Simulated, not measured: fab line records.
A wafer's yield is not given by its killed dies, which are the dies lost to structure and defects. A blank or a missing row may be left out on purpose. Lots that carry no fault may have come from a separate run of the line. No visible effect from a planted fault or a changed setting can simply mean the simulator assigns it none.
fab line records ; flow n5_finfet ; part 2 of 2: steps 23 to 32 of 32
record lots=5; wafers=15; last_day=19
route steps=1938 shown BEOL_M13@1688 BEOL_M14@1716
lots that met no fault: taken from a fault-free run of the same line
start_h: hours from the record's first day to the start of the lot's first wafer shown ; wait_h: hours from the lot's prior step to this one ; " the same as in the row above ; L1.1+2: one row covering several wafers at once ; - no value present, or no start provided ; * or withheld: withheld ; < > ~ a bound
route shown NAME@n: names a module that has steps shown in the file, with the first one's number in the route ; usual: mean and standard deviation over wafers with no fault ; same: alike in all rows ; chamber/n: place in a boat ; sites: each site's reading ; _std_site: the standard deviation of these ; _edge_site: inner sites' mean taken away from outer sites' mean ; radius_mm: for every site, how far away it sits from the centre of the wafer ; mask NAME#n: copy n ; behind: the most recent tool/chamber to have shaped the wafer ; hold: the reason the lot was held/the length of the hold in hours/how it ended ; device: the transistor (n, p or np) that didn't switch ; end of line: the same wafers' tests at the end of the route ; a step given without rows: its recipe and nothing more ; killed: dies that structure and defects cost at the first sort, which is not the same as the wafer's yield ; map: the dies of a wafer, with x for killed, . for not killed, _ for no die there
set.NAME: the setting the step ran with; set.NAME@STEP: the setting that earlier step ran with ; model.NAME: the simulator's own value behind a step, which no gauge read
a table for each step, a row for each wafer; lots at some steps of the route
services: from which hour (start_h, from the record's first day; less than 0 if before it) a tool's chamber was out of use, for how many hours, and why
## steps
# step N5_BEOL_M13_CMP_49
# recipe stop_on=SiOC; t_overpolish_s=17.1; down_force_psi=1; platen_rpm=50; clearing_platen_down_force_psi=1.5; clearing_platen_rpm=50; post_cmp_clean=cu_alkaline; target_thk_nm=420; clearing_platen_pad_velocity_m_s=0.99484; pad_velocity_m_s=0.99484
# usual barrier_field_endpoint_s=30.1/0.64; clearing_platen_down_force_psi=1.500/0.0032; motor_current_A=6.0/0.73; overpolish_run_s=17.099/0.0094
lot.wafer;tool;chamber;start_h;wait_h;barrier_field_endpoint_s;clearing_platen_down_force_psi;motor_current_A;overpolish_run_s
L074.4;cmp-04;2;287.70;0.1;30.1;1.504;5.5;17.080
L074.1;cmp-04;1;287.70;0.1;30.6;1.495;5.8;17.103
L074.5;cmp-04;3;287.70;0.1;30.7;1.499;6.3;17.089
L076.2;cmp-02;3;289.12;0.3;30.4;1.499;6.2;17.093
L076.3;cmp-02;0;289.12;0.3;30.8;1.498;6.8;17.101
L076.6;cmp-02;3;289.12;0.3;30.8;1.500;5.8;17.095
L085.4;cmp-04;0;330.58;0.1;30.2;1.499;4.9;17.119
L085.1;cmp-04;3;330.58;0.1;30.4;1.502;6.4;17.090
L085.5;cmp-04;1;330.58;0.1;30.6;1.504;6.3;17.097
L091.2;cmp-04;3;364.17;0.2;29.8;1.495;7.0;17.106
L091.1;cmp-04;0;364.17;0.2;29.4;1.501;5.0;17.092
L091.5;cmp-04;3;364.17;0.2;30.3;1.505;6.5;17.091
L094.4;cmp-02;0;424.20;0.2;30.6;1.501;6.8;17.099
L094.5;cmp-02;3;424.20;0.2;29.8;1.495;6.1;17.093
L094.6;cmp-02;0;424.20;0.2;29.9;1.503;6.6;17.084
# step N5_BEOL_M13_THK_MEAS_50
# recipe thk_meas_gauge=xrf; reads=Cu_of_BEOL_M13_ECD_47
# usual M13_THK=417/6.9
lot.wafer;tool;chamber;start_h;wait_h;M13_THK[nm]
L074.1;film_metro-02;-;288.00;-;426
L074.4;film_metro-02;-;288.00;-;410
L074.5;film_metro-02;-;288.00;-;415
L076.2;film_metro-01;-;289.38;-;430
L076.3;film_metro-01;-;289.38;-;417
L076.6;film_metro-01;-;289.38;-;427
L085.1;film_metro-01;-;330.88;-;420
L085.4;film_metro-01;-;330.88;-;425
L085.5;film_metro-01;-;330.88;-;422
L091.1;film_metro-02;-;364.43;-;410
L091.2;film_metro-02;-;364.43;-;417
L091.5;film_metro-02;-;364.43;-;410
L094.4;film_metro-02;-;424.46;-;423
L094.5;film_metro-02;-;424.46;-;416
L094.6;film_metro-02;-;424.46;-;409
# step N5_BEOL_M13_PRE_CLEAN_52
# recipe gas=NH3; time_s=15; temp_c=withheld; rf_power_w=300
# same time_s=15
lot.wafer;tool;chamber;start_h;wait_h
L074.1+4+5;pecvd-01;0,2,0;288.04;0.0
L076.2+3+6;pecvd-01;1,2,1;289.41;0.0
L085.1+4+5;pecvd-01;1,1,0;330.91;0.0
L091.1+2+5;pecvd-04;1,2,0;364.47;0.0
L094.4+5+6;pecvd-02;0,1,2;424.51;0.0
# step N5_BEOL_M13_DEP_53
# recipe material=SiCN; target_thk_a=500; temp_c=withheld; precursor=3MS/NH3; pressure_torr=3; rf_w=675; time_s=17.8
# usual showerhead_plenum_p_Torr=4.157/0.019; throttle_valve_pct=17.8/0.98
# same time_s=17.8
lot.wafer;tool;chamber;start_h;wait_h;showerhead_plenum_p_Torr;throttle_valve_pct
L074.1;pecvd-01;0;288.06;0.0;4.156;17.1
L074.4;pecvd-01;2;288.06;0.0;4.163;16.6
L074.5;pecvd-01;0;288.06;0.0;4.151;17.6
L076.2;pecvd-01;1;289.44;0.0;4.142;18.5
L076.3;pecvd-01;2;289.44;0.0;4.182;16.8
L076.6;pecvd-01;1;289.44;0.0;4.150;18.7
L085.1;pecvd-01;1;330.94;0.0;4.164;18.2
L085.4;pecvd-01;1;330.94;0.0;4.164;18.6
L085.5;pecvd-01;0;330.94;0.0;4.154;17.3
L091.1;pecvd-04;1;364.49;0.0;4.187;18.9
L091.2;pecvd-04;2;364.49;0.0;4.178;18.6
L091.5;pecvd-04;0;364.49;0.0;4.124;18.2
L094.4;pecvd-02;0;424.54;0.0;4.147;19.4
L094.5;pecvd-02;1;424.54;0.0;4.168;16.4
L094.6;pecvd-02;2;424.54;0.0;4.131;16.8
# step N5_BEOL_M13_RS_MEAS_54
# recipe thk_meas_gauge=four-point-probe; reads=Cu_of_BEOL_M13_ECD_47+Ta_of_BEOL_M13_SPUTTER_44+TaN_of_BEOL_M13_SPUTTER_43
# usual M13_RS=0.0448/0.00069
lot.wafer;tool;chamber;start_h;wait_h;M13_RS[ohm/sq]
L074.1;film_metro-02;-;288.13;0.0;0.0441
L074.4;film_metro-02;-;288.13;0.0;0.0454
L074.5;film_metro-02;-;288.13;0.0;0.0450
L076.2;film_metro-01;-;289.51;0.1;0.0432
L076.3;film_metro-01;-;289.51;0.1;0.0446
L076.6;film_metro-01;-;289.51;0.1;0.0435
L085.1;film_metro-01;-;331.01;0.0;0.0444
L085.4;film_metro-01;-;331.01;0.0;0.0440
L085.5;film_metro-01;-;331.01;0.0;0.0442
L091.1;film_metro-01;-;364.56;0.0;0.0451
L091.2;film_metro-01;-;364.56;0.0;0.0444
L091.5;film_metro-01;-;364.56;0.0;0.0450
L094.4;film_metro-02;-;424.59;0.0;0.0438
L094.5;film_metro-02;-;424.59;0.0;0.0445
L094.6;film_metro-02;-;424.59;0.0;0.0454
# step N5_BEOL_M13_INSPECT_55
# recipe inspect_instrument=darkfield; mode=post_dep
# usual raw_defect_count=67/22
lot.wafer;tool;chamber;start_h;wait_h;raw_defect_count
L074.1;defect_inspect-01;-;288.15;0.0;65
L074.4;defect_inspect-01;-;288.15;0.0;56
L074.5;defect_inspect-01;-;288.15;0.0;80
L076.2;defect_inspect-02;-;289.53;0.0;95
L076.3;defect_inspect-02;-;289.53;0.0;54
L076.6;defect_inspect-02;-;289.53;0.0;94
L085.1;defect_inspect-02;-;331.03;0.0;89
L085.4;defect_inspect-02;-;331.03;0.0;112
L085.5;defect_inspect-02;-;331.03;0.0;127
L091.1;defect_inspect-02;-;364.58;0.0;88
L091.2;defect_inspect-02;-;364.58;0.0;50
L091.5;defect_inspect-02;-;364.58;0.0;41
L094.4;defect_inspect-02;-;424.62;0.0;66
L094.5;defect_inspect-02;-;424.62;0.0;62
L094.6;defect_inspect-02;-;424.62;0.0;47
# step N5_BEOL_M14_ILD_DEP_00
# recipe material=SiO2; target_thk_a=11193; temp_c=400; precursor=TEOS/O2; pressure_torr=6.5; rf_w=900; teos_flow_sccm=161.4; gas=O2; flow_sccm=2650; time_s=237.4
# usual heater_power_w=494/71; showerhead_plenum_p_Torr=8.36/0.03; throttle_valve_pct=18.6/1.1
# same time_s=237.4
lot.wafer;tool;chamber;start_h;wait_h;heater_power_w;showerhead_plenum_p_Torr;throttle_valve_pct
L074.1;pecvd-01;2;288.19;0.0;454;8.38;17.0
L074.4;pecvd-01;0;288.19;0.0;581;8.36;17.6
L074.5;pecvd-01;2;288.19;0.0;359;8.39;17.0
L076.2;pecvd-01;0;289.57;0.0;590;8.33;18.0
L076.3;pecvd-01;1;289.57;0.0;539;8.33;19.3
L076.6;pecvd-01;2;289.57;0.0;457;8.39;17.0
L085.1;pecvd-03;1;331.07;0.0;427;8.36;18.7
L085.4;pecvd-03;0;331.07;0.0;661;8.36;20.6
L085.5;pecvd-03;1;331.07;0.0;504;8.38;18.7
L091.1;pecvd-03;0;364.62;0.0;676;8.40;20.9
L091.2;pecvd-03;1;364.62;0.0;426;8.38;18.8
L091.5;pecvd-03;2;364.62;0.0;492;8.36;17.4
L094.4;pecvd-03;2;424.73;0.1;511;8.37;17.5
L094.5;pecvd-03;0;424.73;0.1;523;8.37;21.1
L094.6;pecvd-03;1;424.73;0.1;418;8.36;18.4
# step N5_BEOL_M14_THK_MEAS_01
# recipe reads=SiO2_of_BEOL_M14_ILD_DEP_00
# usual M14_ILD_THK=1114/15
lot.wafer;tool;chamber;start_h;wait_h;M14_ILD_THK[nm]
L074.1;film_metro-02;-;288.38;0.1;1101
L074.4;film_metro-02;-;288.38;0.1;1104
L074.5;film_metro-02;-;288.38;0.1;1113
L076.2;film_metro-01;-;289.76;0.1;1096
L076.3;film_metro-01;-;289.76;0.1;1104
L076.6;film_metro-01;-;289.76;0.1;1123
L085.1;film_metro-01;-;331.26;0.1;1099
L085.4;film_metro-01;-;331.26;0.1;1108
L085.5;film_metro-01;-;331.26;0.1;1131
L091.1;film_metro-02;-;364.81;0.1;1106
L091.2;film_metro-02;-;364.81;0.1;1099
L091.5;film_metro-02;-;364.81;0.1;1124
L094.4;film_metro-02;-;424.84;0.0;1130
L094.5;film_metro-02;-;424.84;0.0;1108
L094.6;film_metro-02;-;424.84;0.0;1114
# step N5_BEOL_M14_COAT_58
# recipe resist=BARC; temp_c=205; time_s=60; spin_rpm=1500; resist_thk_nm=89
# same time_s=60
lot.wafer;tool;chamber;start_h;wait_h
L074.1+4+5;litho_track-04;0;288.41;0.0
L076.2+3+6;litho_track-04;0;289.79;0.0
L085.1+4+5;litho_track-04;0;331.29;0.0
L091.1+2+5;litho_track-04;0;364.84;0.0
L094.4+5+6;litho_track-04;0;424.87;0.0
# step N5_BEOL_M14_COAT_04
# recipe spin_rpm=1704; resist_thk_nm=800
lot.wafer;tool;chamber;start_h;wait_h
L074.1+4+5;litho_track-04;0;-;-
L076.2+3+6;litho_track-04;0;-;-
L085.1+4+5;litho_track-04;0;-;-
L091.1+2+5;litho_track-04;0;-;-
L094.4+5+6;litho_track-04;0;-;-
## services
tool;chamber;start_h;hours;kind
rie_diel-03;0;260.05;1.3;repair
pecvd-04;-;289.15;1.3;repair
pecvd-04;-;292.24;0.7;repair
pecvd-01;1;308.21;9.5;repair
ecd_cu-02;-;311.70;2.1;repair
cmp-04;-;313.29;1.4;repair
pecvd-02;-;318.23;2.8;pm
rie_diel-03;-;329.81;14.6;pm
ecd_cu-01;-;332.39;3.8;repair
rie_diel-01;-;333.19;2.8;pm
cmp-02;-;339.95;0.9;repair
plasma_asher-01;-;345.21;4.3;repair
ecd_cu-02;-;350.03;12.8;repair
cmp-04;-;368.88;4.0;pm
cmp-02;-;368.98;4.0;pm
ecd_cu-02;-;393.66;0.5;repair
pvd_sputter-02;-;394.73;1.5;repair
cmp-02;-;397.58;0.9;repair
rie_diel-02;2;402.51;9.0;repair
pecvd-04;-;403.89;0.8;pm
pecvd-03;-;406.61;2.8;pm
cmp-02;-;409.81;0.5;repair
pecvd-03;-;410.15;4.3;repair
rie_diel-02;0;411.74;1.9;repair
